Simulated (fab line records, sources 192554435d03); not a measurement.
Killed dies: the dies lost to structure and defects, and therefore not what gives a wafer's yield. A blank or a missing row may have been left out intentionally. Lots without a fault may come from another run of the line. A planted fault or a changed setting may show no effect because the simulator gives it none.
fab line records + flow n5-finfet
record
- lots=7
- wafers=21
route steps=1938 shown PASSIVATION@1901
start-h: start of the lot's first displayed wafer, in hours after the record's first day + wait-h: time in hours since the lot's previous step + " repeats the value in the row above + L1.1+2: one row covering several wafers at once + - no value, or no start given + * or withheld: withheld + < > ~ a bound
route shown NAME@n: names a module that has steps shown in the file, with the first one's number in the route + usual: average and standard deviation across the fault-free wafers + same: alike in all rows + chamber/n: place in a boat + sites: each site's reading + _std_site: standard deviation of those values + _edge_site: outer sites' mean less inner sites' + radius-mm: for every site, how far away it sits from the centre of the wafer + mask NAME#n: copy n + behind: the most recent tool/chamber to have shaped the wafer + hold: reason for holding the lot/hours on hold/outcome of the hold + device: names the non-switching transistor (n, p or np) + end of line: the same wafers' tests at the end of the route + a step given without rows: its recipe and nothing more + killed: dies that structure and defects cost at the first sort, which is not the same as the wafer's yield + map: a wafer's dies, x killed, . not, _ none there
set.NAME: the run value of the setting; set.NAME@STEP: its run value at that earlier step + model.NAME: the simulator's own value behind a step, which no gauge read
lots with deliberately changed settings; one table per step, one row per wafer
## steps
# step N5_PASSIVATION_EXPOSE_27
# recipe
- mask-id=PAD
- na=0.55
- source-shape=conventional
- sigma-outer=0.8
- polarization=unpolarized
- defocus-nm=0
- dose-mj=32.3
| lot.wafer  | tool           | chamber | start-h | wait-h | mask  | set.dose-mj |
|------------|----------------|---------|---------|--------|-------|-------------|
| L075.2     | krf-scanner-01 | 0       | 288.47  | -      | PAD#0 | 31.21       |
| L075.5+6   | "              | 0       | "       | "      | PAD#0 | 32.3        |
| L080.1+2+3 | krf-scanner-01 | 0       | 311.57  | -      | PAD#0 | 32.3        |
| L083.1+4   | krf-scanner-01 | 0       | 333.56  | -      | PAD#0 | 32.3        |
| L083.6     | "              | 0       | "       | "      | PAD#0 | 34.61       |
| L088.1+4   | krf-scanner-02 | 0       | 353.81  | -      | PAD#0 | 34.56       |
| L088.5     | "              | 0       | "       | "      | PAD#0 | 32.3        |
| L086.2+3   | krf-scanner-01 | 0       | 359.35  | -      | PAD#0 | 32.3        |
| L086.4     | "              | 0       | "       | "      | PAD#0 | 33.37       |
| L087.2+3   | krf-scanner-01 | 0       | 370.52  | -      | PAD#0 | 31.51       |
| L087.4     | "              | 0       | "       | "      | PAD#0 | 32.3        |
| L096.2+4+6 | krf-scanner-01 | 0       | 414.66  | -      | PAD#0 | 32.3        |
# step N5_PASSIVATION_PEB_28
# recipe
- peb-temp-c=withheld
- peb-time-s=*
# step N5_PASSIVATION_DEVELOP_29
# recipe
- develop-time-s=60
- rinse-liquid=diw
- dry=air-spin
- dev-temp-c=21
# step N5_PASSIVATION_HARDBAKE_31
# recipe
- temp-c=130
- time-s=120
# step N5_PASSIVATION_CD_MEAS_30
# recipe
- target-cd-nm=4000
- landing-energy-ev=500
- detector=se-inlens
- polarity=opening
# usual
- cd-nm=3999.7/1.9
| lot.wafer | tool      | chamber | start-h | wait-h | set.dose-mj@PASSIVATION_EXPOSE_27 | cd-nm  |
|-----------|-----------|---------|---------|--------|-----------------------------------|--------|
| L075.2    | cd-sem-01 | 0       | 288.64  | -      | 31.21                             | 3993.6 |
| L075.5    | "         | 0       | "       | "      | 32.3                              | 3999.1 |
| L075.6    | "         | 0       | "       | "      | 32.3                              | 4000.7 |
| L080.1    | cd-sem-01 | 0       | 311.75  | -      | 32.3                              | 3999.1 |
| L080.2    | "         | 0       | "       | "      | 32.3                              | 4000.0 |
| L080.3    | "         | 0       | "       | "      | 32.3                              | 3999.2 |
| L083.1    | cd-sem-03 | 0       | 333.74  | -      | 32.3                              | 3996.6 |
| L083.4    | "         | 0       | "       | "      | 32.3                              | 3997.4 |
| L083.6    | "         | 0       | "       | "      | 34.61                             | 4010.9 |
| L088.1    | cd-sem-02 | 0       | 353.99  | -      | 34.56                             | 4008.9 |
| L088.4    | "         | 0       | "       | "      | 34.56                             | 4009.6 |
| L088.5    | "         | 0       | "       | "      | 32.3                              | 3996.9 |
| L086.2    | cd-sem-02 | 0       | 359.52  | -      | 32.3                              | 4002.1 |
| L086.3    | "         | 0       | "       | "      | 32.3                              | 4000.2 |
| L086.4    | "         | 0       | "       | "      | 33.37                             | 4006.0 |
| L087.2    | cd-sem-02 | 0       | 370.69  | -      | 31.51                             | 3994.2 |
| L087.3    | "         | 0       | "       | "      | 31.51                             | 3992.8 |
| L087.4    | "         | 0       | "       | "      | 32.3                              | 3998.9 |
| L096.2    | cd-sem-02 | 0       | 414.84  | -      | 32.3                              | 4000.7 |
| L096.4    | "         | 0       | "       | "      | 32.3                              | 4000.3 |
| L096.6    | "         | 0       | "       | "      | 32.3                              | 4000.0 |
# step N5_PASSIVATION_ETCH_59
# recipe
- chemistry=Cl2/BCl3
- target=TaN
- target-depth-a=650
- time-s=34.9
- ion-energy-ev=100
- pressure-mtorr=10
- icp-w=900
- bias-w=100
- Cl2_flow_sccm=60
- bcl3-flow-sccm=30
| lot.wafer | tool         | chamber | start-h | wait-h | set.time-s | model.etch.depth-nm |
|-----------|--------------|---------|---------|--------|------------|---------------------|
| L075.2    | rie-metal-03 | 0       | 289.45  | 0.3    | 27.11      | 50.21               |
| L075.5    | "            | 0       | "       | "      | 34.9       | 64.89               |
| L075.6    | "            | 1       | "       | "      | 34.9       | 67.75               |
| L080.1    | rie-metal-03 | 0       | 312.32  | 0.3    | 34.9       | 65.01               |
| L080.2    | "            | 1       | "       | "      | 34.9       | 67.28               |
| L080.3    | "            | 0       | "       | "      | 34.9       | 64.54               |
| L083.1    | rie-metal-03 | 1       | 334.32  | 0.3    | 34.9       | 66.05               |
| L083.4    | "            | 1       | "       | "      | 34.9       | 66.43               |
| L083.6    | "            | 1       | "       | "      | 34.9       | 66.2                |
| L088.1    | rie-metal-01 | 1       | 354.56  | 0.3    | 42.09      | 78.33               |
| L088.4    | "            | 0       | "       | "      | 34.9       | 63.97               |
| L088.5    | "            | 0       | "       | "      | 34.9       | 64.06               |
| L086.2    | rie-metal-01 | 0       | 360.10  | 0.3    | 34.9       | 63.11               |
| L086.3    | "            | 1       | "       | "      | 34.9       | 64.93               |
| L086.4    | "            | 0       | "       | "      | 34.9       | 63.33               |
| L087.2    | rie-metal-01 | 1       | 371.47  | 0.3    | 34.9       | 64.36               |
| L087.3    | "            | 0       | "       | "      | 32.25      | 58.26               |
| L087.4    | "            | 1       | "       | "      | 32.25      | 59.94               |
| L096.2    | rie-metal-02 | 1       | 415.41  | 0.3    | 42.63      | 79.15               |
| L096.4    | "            | 1       | "       | "      | 42.63      | 78.88               |
| L096.6    | "            | 0       | "       | "      | 34.9       | 65.63               |
# step N5_PASSIVATION_PASS_ETCH_47
# recipe
- chemistry=CF4/O2
- target=SiNx
- target-depth-a=7700
- time-s=385
- ion-energy-ev=100
- pressure-mtorr=40
- source-w=535
- bias-w=49
- Ar_flow_sccm=100
- cf4-flow-sccm=100
- O2_flow_sccm=10
# usual
- rf-vpp-V=244/3.5
| lot.wafer | tool        | chamber | start-h | wait-h | set.source-w | rf-vpp-V | model.etch.depth-nm |
|-----------|-------------|---------|---------|--------|--------------|----------|---------------------|
| L075.2    | rie-diel-02 | 0       | 290.90  | 0.0    | 535          | 242      | 762.3               |
| L075.5    | "           | 0       | "       | "      | 535          | 242      | 763.7               |
| L075.6    | "           | 1       | "       | "      | 535          | 242      | 754.7               |
| L080.1    | rie-diel-02 | 2       | 314.21  | 0.0    | 535          | 254      | 761.8               |
| L080.2    | "           | 3       | "       | "      | 535          | 238      | 754.9               |
| L080.3    | "           | 0       | "       | "      | 535          | 243      | 757.7               |
| L083.1    | rie-diel-01 | 0       | 335.60  | 0.0    | 464.1        | 259      | 693.1               |
| L083.4    | "           | 3       | "       | "      | 535          | 241      | 793.4               |
| L083.6    | "           | 3       | "       | "      | 535          | 241      | 788.9               |
| L088.1    | rie-diel-01 | 0       | 355.97  | 0.0    | 535          | 239      | 794.4               |
| L088.4    | "           | 1       | "       | "      | 535          | 247      | 752.8               |
| L088.5    | "           | 1       | "       | "      | 535          | 247      | 749.2               |
| L086.2    | rie-diel-01 | 1       | 361.52  | 0.0    | 473.5        | 263      | 676.3               |
| L086.3    | "           | 2       | "       | "      | 473.5        | 261      | 697.4               |
| L086.4    | "           | 3       | "       | "      | 535          | 241      | 783                 |
| L087.2    | rie-diel-06 | 0       | 373.00  | 0.0    | 535          | 244      | 781.4               |
| L087.3    | "           | 1       | "       | "      | 535          | 245      | 753.3               |
| L087.4    | "           | 2       | "       | "      | 601.8        | 226      | 844.1               |
| L096.2    | rie-diel-06 | 3       | 416.83  | 0.0    | 535          | 246      | 787.5               |
| L096.4    | "           | 2       | "       | "      | 535          | 242      | 769.1               |
| L096.6    | "           | 0       | "       | "      | 564.7        | 236      | 832.5               |
# step N5_PASSIVATION_ETCH_54
# recipe
- chemistry=CHF3/O2
- target=SiO2
- target-depth-a=8800
- CHF3_flow_sccm=50
- O2_flow_sccm=5
- Ar_flow_sccm=200
- time-s=440
- mask-material=PR
- pressure-mtorr=30
- source-w=650
- bias-w=170
- ion-energy-ev=200
# usual
- rf-vpp-V=531/7.5
| lot.wafer | tool        | chamber | start-h | wait-h | set.bias-w | rf-vpp-V |
|-----------|-------------|---------|---------|--------|------------|----------|
| L075.2    | rie-diel-02 | 0       | 291.13  | 0.1    | 170        | 527      |
| L075.5    | "           | 0       | "       | "      | 170        | 528      |
| L075.6    | "           | 1       | "       | "      | 192.3      | 577      |
| L080.1    | rie-diel-02 | 2       | 314.44  | 0.1    | 170        | 548      |
| L080.2    | "           | 3       | "       | "      | 170        | 520      |
| L080.3    | "           | 0       | "       | "      | 170        | 527      |
| L083.1    | rie-diel-01 | 0       | 335.83  | 0.1    | 179.2      | 545      |
| L083.4    | "           | 3       | "       | "      | 179.2      | 548      |
| L083.6    | "           | 3       | "       | "      | 170        | 526      |
| L088.1    | rie-diel-01 | 0       | 356.20  | 0.1    | 170        | 522      |
| L088.4    | "           | 1       | "       | "      | 170        | 536      |
| L088.5    | "           | 1       | "       | "      | 170        | 537      |
| L086.2    | rie-diel-01 | 1       | 361.75  | 0.1    | 170        | 537      |
| L086.3    | "           | 2       | "       | "      | 170        | 534      |
| L086.4    | "           | 3       | "       | "      | 170        | 527      |
| L087.2    | rie-diel-06 | 0       | 373.23  | 0.1    | 170        | 531      |
| L087.3    | "           | 1       | "       | "      | 170        | 534      |
| L087.4    | "           | 2       | "       | "      | 170        | 528      |
| L096.2    | rie-diel-06 | 3       | 417.05  | 0.1    | 170        | 538      |
| L096.4    | "           | 2       | "       | "      | 199.3      | 598      |
| L096.6    | "           | 0       | "       | "      | 170        | 531      |
# step N5_PASSIVATION_STRIP_48
# recipe
- chemistry=O2
- power-w=600
- temp-c=60
- pressure-mtorr=30
- rf-frequency-hz=6e+07
- bias-power-w=0
- overash-fraction=0.5
- o2-flow-sccm=225
# step N5_PASSIVATION_STRIP_52
# recipe
- chemistry=post-etch-residue-remover
- time-s=1200
- temp-c=72.5
# step N5_PASSIVATION_SRD_72
# recipe
- dry=ipa-marangoni
- time-s=30
- temp-c=23
- rinse-liquid=diw
# step N5_PASSIVATION_ANNEAL_56
# recipe
- temp-c=400
- time-s=1800
- ambient=FGA
- idle-temp-c=300
- ramp-up-c-per-min=5
- ramp-down-c-per-min=3
# step N5_PASSIVATION_PROBE_49
# usual
- defect-limited-yield=91.2/1.3
- killed_at_M0_to_M3=34/10
- killed_at_M4_up=13/4.6
- killed-at-contacts=13/5.5
- killed-at-front-end=41/12
- killed-at-other=2.8/2.4
- killed-dies=104/16
- killed-open=67/12
- killed-short=33/7.2
- sort_bin_4_leakage=0.00/0.012
- sort_bin_5_function=5.1/0.86
- sort_bin_6_memory=3.3/0.62
- sort_bin_8_speed=0.00/0.014
- sort-n-pass=1076/16
# same
- gross-dies=1180
- killed-at-back-side=0
| lot.wafer | tool      | chamber | start-h | wait-h | set.dose-mj@PASSIVATION_EXPOSE_27 | defect-limited-yield[%] | killed_at_M0_to_M3 | killed_at_M4_up | killed-at-contacts | killed-at-front-end | killed-at-other | killed-dies | killed-open | killed-short | sort_bin_4_leakage[%] | sort_bin_5_function[%] | sort_bin_6_memory[%] | sort_bin_8_speed[%] | sort-n-pass |
|-----------|-----------|---------|---------|--------|-----------------------------------|-------------------------|--------------------|-----------------|--------------------|---------------------|-----------------|-------------|-------------|--------------|-----------------------|------------------------|----------------------|---------------------|-------------|
| L075.2    | prober-02 | -       | 293.97  | 0.1    | 31.21                             | 51.4                    | 30                 | 22              | 12                 | 31                  | 478             | 573         | 62          | 34           | 0                     | 45.0                   | 2.6                  | 0                   | 607         |
| L075.5    | prober-02 | -       | 294.12  | 0.2    | 32.3                              | 90.8                    | 14                 | 11              | 16                 | 66                  | 2               | 109         | 82          | 25           | 0                     | 5.9                    | 3.2                  | 0                   | 1071        |
| L075.6    | prober-02 | -       | 294.17  | 0.3    | 32.3                              | 89.8                    | 33                 | 18              | 21                 | 48                  | 0               | 120         | 67          | 44           | 0                     | 5.1                    | 4.1                  | 0                   | 1060        |
| L080.1    | prober-01 | -       | 317.22  | 0.0    | 32.3                              | 92.9                    | 29                 | 11              | 6                  | 36                  | 2               | 84          | 56          | 21           | 0                     | 4.2                    | 2.5                  | 0                   | 1096        |
| L080.2    | prober-01 | -       | 317.27  | 0.1    | 32.3                              | 93.5                    | 22                 | 14              | 13                 | 26                  | 2               | 77          | 49          | 21           | 0                     | 3.7                    | 2.6                  | 0                   | 1103        |
| L080.3    | prober-01 | -       | 317.32  | 0.1    | 32.3                              | 91.8                    | 44                 | 13              | 6                  | 34                  | 0               | 97          | 65          | 28           | 0                     | 5.7                    | 2.5                  | 0                   | 1083        |
| L083.1    | prober-02 | -       | 338.61  | 0.0    | 32.3                              | 83.5                    | 43                 | 87              | 9                  | 34                  | 22              | 195         | 63          | 35           | 0                     | 13.1                   | 2.9                  | 0.34                | 985         |
| L083.4    | prober-02 | -       | 338.76  | 0.2    | 32.3                              | 74.6                    | 47                 | 212             | 5                  | 33                  | 3               | 300         | 79          | 30           | 0.08                  | 21.8                   | 3.5                  | 0                   | 879         |
| L083.6    | prober-02 | -       | 338.86  | 0.3    | 34.61                             | 90.0                    | 46                 | 14              | 14                 | 42                  | 2               | 118         | 75          | 43           | 0                     | 5.1                    | 4.7                  | 0                   | 1062        |
| L088.1    | prober-02 | -       | 358.99  | 0.0    | 34.56                             | 90.8                    | 37                 | 14              | 11                 | 46                  | 0               | 108         | 65          | 38           | 0                     | 5.2                    | 3.4                  | 0                   | 1072        |
| L088.4    | prober-02 | -       | 359.14  | 0.2    | 34.56                             | 89.2                    | 33                 | 17              | 4                  | 72                  | 2               | 128         | 75          | 48           | 0                     | 5.5                    | 4.7                  | 0                   | 1052        |
| L088.5    | prober-02 | -       | 359.19  | 0.2    | 32.3                              | 90.8                    | 30                 | 19              | 5                  | 55                  | 0               | 109         | 74          | 32           | 0                     | 6.0                    | 2.9                  | 0                   | 1071        |
| L086.2    | prober-02 | -       | 364.58  | 0.1    | 32.3                              | 83.7                    | 49                 | 11              | 6                  | 56                  | 70              | 192         | 69          | 41           | 0.93                  | 11.4                   | 3.2                  | 0                   | 988         |
| L086.3    | prober-02 | -       | 364.63  | 0.1    | 32.3                              | 89.2                    | 68                 | 5               | 14                 | 36                  | 4               | 127         | 76          | 47           | 0                     | 6.2                    | 3.9                  | 0                   | 1053        |
| L086.4    | prober-02 | -       | 364.68  | 0.2    | 33.37                             | 91.4                    | 32                 | 16              | 8                  | 42                  | 3               | 101         | 62          | 28           | 0                     | 5.0                    | 2.6                  | 0                   | 1079        |
| L087.2    | prober-01 | -       | 376.06  | 0.1    | 31.51                             | 93.9                    | 19                 | 9               | 5                  | 35                  | 4               | 72          | 45          | 17           | 0.51                  | 3.3                    | 2.0                  | 0.08                | 1108        |
| L087.3    | prober-01 | -       | 376.11  | 0.1    | 31.51                             | 91.4                    | 18                 | 12              | 11                 | 56                  | 5               | 102         | 62          | 29           | 0                     | 5.0                    | 3.0                  | 0                   | 1078        |
| L087.4    | prober-01 | -       | 376.16  | 0.2    | 32.3                              | 90.3                    | 42                 | 13              | 8                  | 46                  | 6               | 115         | 53          | 42           | 0.68                  | 5.1                    | 3.4                  | 0                   | 1065        |
| L096.2    | prober-02 | -       | 419.89  | 0.1    | 32.3                              | 90.6                    | 33                 | 18              | 17                 | 42                  | 1               | 111         | 63          | 34           | 0                     | 5.3                    | 3.3                  | 0                   | 1069        |
| L096.4    | prober-02 | -       | 419.99  | 0.2    | 32.3                              | 91.1                    | 29                 | 18              | 11                 | 46                  | 1               | 105         | 64          | 31           | 0                     | 4.7                    | 3.5                  | 0                   | 1075        |
| L096.6    | prober-02 | -       | 420.09  | 0.3    | 32.3                              | 91.1                    | 27                 | 14              | 10                 | 54                  | 0               | 105         | 64          | 30           | 0                     | 5.6                    | 2.8                  | 0                   | 1075        |
# killed by level:class
L075.2 PASSIVATION:area-etch=471 MOL_CONTACT_COAG:geometric-particle:open=8 BEOL_M2:geometric-particle:open=8 FIN_SAQP:geometric-particle:open=7 BEOL_M4:geometric-particle:open=7 BEOL_M1:geometric-particle:open=6 STI_FIN_REVEAL:geometric-particle:open=5 BEOL_M0_SAQP:geometric-particle:short=5
L075.5 FIN_SAQP:geometric-particle:open=28 MOL_CONTACT_COAG:geometric-particle:open=15 FIN_SAQP:geometric-particle:short=11 BEOL_M4:geometric-particle:open=8 DUMMY_GATE:geometric-particle:open=7 GATE_CUT:geometric-particle:short=4 GATE_CUT:geometric-particle:open=4 STARTING-WAFER:geometric-particle:open=3
L075.6 MOL_CONTACT_COAG:geometric-particle:open=19 FIN_SAQP:geometric-particle:short=8 BEOL_M3:geometric-particle:open=8 GATE_CUT:geometric-particle:short=7 BEOL_M0_SAQP:geometric-particle:open=7 FIN_SAQP:geometric-particle:open=6 BEOL_M0_SAQP:geometric-particle:short=6 BEOL_M4:geometric-particle:open=6
L080.1 FIN_SAQP:geometric-particle:short=9 BEOL_M1:geometric-particle:open=7 MOL_CONTACT_COAG:geometric-particle:open=6 BEOL_M2:geometric-particle:open=6 FIN_SAQP:geometric-particle:open=5 STI_FIN_REVEAL:geometric-particle:open=5 STARTING-WAFER:geometric-particle:open=5 BEOL_M4:geometric-particle:open=4
L080.2 MOL_CONTACT_COAG:geometric-particle:open=10 BEOL_M1:geometric-particle:open=7 FIN_SAQP:geometric-particle:short=6 BEOL_M4:geometric-particle:open=5 DUMMY_GATE:geometric-particle:open=4 BEOL_M2:geometric-particle:open=4 STARTING-WAFER:geometric-particle:open=4 FIN_SAQP:geometric-particle:open=3
L080.3 BEOL_M2:geometric-particle:open=9 FIN_SAQP:geometric-particle:short=8 BEOL_M4:geometric-particle:open=8 STI_FIN_REVEAL:geometric-particle:open=7 BEOL_M1:geometric-particle:open=7 BEOL_M0_SAQP:geometric-particle:short=6 BEOL_M3:geometric-particle:open=6 DUMMY_GATE:geometric-particle:open=5
L083.1 BEOL_M10:area-peb=73 PASSIVATION:area-etch=18 BEOL_M1:geometric-particle:open=14 STI_FIN_REVEAL:geometric-particle:open=9 BEOL_M0_SAQP:geometric-particle:short=7 BEOL_M4:geometric-particle:open=7 STARTING-WAFER:geometric-particle:short=7 BEOL_M2:geometric-particle:open=6
L083.4 BEOL_M10:area-peb=190 BEOL_M0_SAQP:geometric-particle:open=15 BEOL_M2:geometric-particle:open=9 STI_FIN_REVEAL:geometric-particle:open=8 BEOL_M4:geometric-particle:open=8 FIN_SAQP:geometric-particle:open=6 BEOL_M0_SAQP:geometric-particle:short=6 BEOL_M3:geometric-particle:open=6
L083.6 BEOL_M0_SAQP:geometric-particle:open=15 BEOL_M0_SAQP:geometric-particle:short=13 FIN_SAQP:geometric-particle:open=10 MOL_CONTACT_COAG:geometric-particle:open=9 DUMMY_GATE:geometric-particle:open=7 BEOL_M1:geometric-particle:open=7 FIN_SAQP:geometric-particle:short=5 MOL_CONTACT_COAG:geometric-particle:short=5
L088.1 STI_FIN_REVEAL:geometric-particle:open=9 BEOL_M1:geometric-particle:open=8 BEOL_M0_SAQP:geometric-particle:open=7 FIN_SAQP:geometric-particle:open=6 MOL_CONTACT_COAG:geometric-particle:short=6 BEOL_M2:geometric-particle:open=6 DUMMY_GATE:geometric-particle:open=5 GATE_CUT:geometric-particle:short=5
L088.4 STI_FIN_REVEAL:geometric-particle:open=15 FIN_SAQP:geometric-particle:short=14 BEOL_M0_SAQP:geometric-particle:short=10 BEOL_M2:geometric-particle:open=8 BEOL_M5:geometric-particle:open=7 FIN_SAQP:geometric-particle:open=6 STI_FIN_REVEAL:geometric-particle:short=6 DUMMY_GATE:geometric-particle:open=6
L088.5 STI_FIN_REVEAL:geometric-particle:open=13 BEOL_M0_SAQP:geometric-particle:short=10 GATE_CUT:geometric-particle:short=10 BEOL_M0_SAQP:geometric-particle:open=9 GATE_CUT:geometric-particle:open=8 BEOL_M4:geometric-particle:open=7 MOL_CONTACT_COAG:geometric-particle:open=5 DUMMY_GATE:geometric-particle:open=5
L086.2 PASSIVATION:area-etch=68 STI_FIN_REVEAL:geometric-particle:open=13 M3:area-ald=11 GATE_CUT:geometric-particle:short=10 BEOL_M2:geometric-particle:open=9 FIN_SAQP:geometric-particle:short=8 BEOL_M3:geometric-particle:open=8 BEOL_M0_SAQP:geometric-particle:open=7
L086.3 BEOL_M0_SAQP:geometric-particle:short=16 BEOL_M3:geometric-particle:open=15 MOL_CONTACT_COAG:geometric-particle:open=14 BEOL_M1:geometric-particle:open=13 BEOL_M0_SAQP:geometric-particle:open=12 GATE_CUT:geometric-particle:short=10 BEOL_M1:geometric-particle:short=6 FIN_SAQP:geometric-particle:open=4
L086.4 GATE_CUT:geometric-particle:short=11 BEOL_M0_SAQP:geometric-particle:open=10 BEOL_M3:geometric-particle:open=10 GATE_CUT:geometric-particle:open=8 MOL_CONTACT_COAG:geometric-particle:open=8 BEOL_M4:geometric-particle:open=6 BEOL_M10:area-peb=6 BEOL_M0_SAQP:geometric-particle:short=4
L087.2 FIN_SAQP:geometric-particle:open=13 FIN_SAQP:geometric-particle:short=7 STARTING-WAFER:geometric-particle:open=6 M3:area-ald=6 MOL_CONTACT_COAG:geometric-particle:open=5 BEOL_M2:geometric-particle:open=3 STARTING-WAFER:geometric-particle:short=3 GATE_CUT:geometric-particle:open=2
L087.3 FIN_SAQP:geometric-particle:open=19 MOL_CONTACT_COAG:geometric-particle:open=10 GATE_CUT:geometric-particle:short=8 BEOL_M2:geometric-particle:open=7 HKMG_FIN:area-etch=6 FIN_SAQP:geometric-particle:short=5 BEOL_M4:geometric-particle:open=5 STI_FIN_REVEAL:geometric-particle:open=4
L087.4 FIN_SAQP:geometric-particle:open=13 BEOL_M3:geometric-particle:short=9 FIN_SAQP:geometric-particle:short=8 M3:area-ald=8 GATE_CUT:geometric-particle:short=7 DUMMY_GATE:geometric-particle:open=5 MOL_CONTACT_COAG:geometric-particle:open=5 BEOL_M1:geometric-particle:open=5
L096.2 MOL_CONTACT_COAG:geometric-particle:open=11 BEOL_M3:geometric-particle:open=8 FIN_SAQP:geometric-particle:open=7 FIN_SAQP:geometric-particle:short=6 STI_FIN_REVEAL:geometric-particle:open=6 GATE_CUT:geometric-particle:short=5 BEOL_M6:area-expose=5 GATE_CUT:geometric-particle:open=4
L096.4 FIN_SAQP:geometric-particle:open=16 FIN_SAQP:geometric-particle:short=9 BEOL_M1:geometric-particle:open=8 BEOL_M0_SAQP:geometric-particle:open=7 MOL_CONTACT_COAG:geometric-particle:open=4 MOL_CONTACT_COAG:geometric-particle:short=4 BEOL_M0_SAQP:geometric-particle:short=4 BEOL_M4:geometric-particle:open=4
L096.6 FIN_SAQP:geometric-particle:open=19 FIN_SAQP:geometric-particle:short=11 BEOL_M1:geometric-particle:open=6 STI_FIN_REVEAL:geometric-particle:open=5 BEOL_M0_SAQP:geometric-particle:open=4 GATE_CUT:geometric-particle:open=4 GATE_CUT:geometric-particle:short=4 MOL_CONTACT_COAG:geometric-particle:open=4
## key
split
- step=N5_PASSIVATION_EXPOSE_27
- setting=dose-mj
- stated=32.3
- by=wafer
response
- step=N5_PASSIVATION_CD_MEAS_30
- reading=cd-nm
- change=+1.84
- per=1%
- r=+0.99
response
- step=N5_PASSIVATION_PROBE_49
- reading=killed-at-other
- shape=bent
- at-lowest=478
- at-stated=8.1
- at-highest=2
split
- step=N5_PASSIVATION_ETCH_59
- setting=time-s
- stated=34.9
- by=wafer
response
- step=N5_PASSIVATION_ETCH_59
- reading=model.etch.depth-nm
- change=+0.674
- per=1%
- r=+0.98
split
- step=N5_PASSIVATION_PASS_ETCH_47
- setting=source-w
- stated=535
- by=wafer
response
- step=N5_PASSIVATION_PASS_ETCH_47
- reading=rf-vpp-V
- change=-1.53
- per=1%
- r=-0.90
response
- step=N5_PASSIVATION_PASS_ETCH_47
- reading=model.etch.depth-nm
- change=+7.41
- per=1%
- r=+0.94
split
- step=N5_PASSIVATION_ETCH_54
- setting=bias-w
- stated=170
- by=wafer
response
- step=N5_PASSIVATION_ETCH_54
- reading=rf-vpp-V
- change=+3.71
- per=1%
- r=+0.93
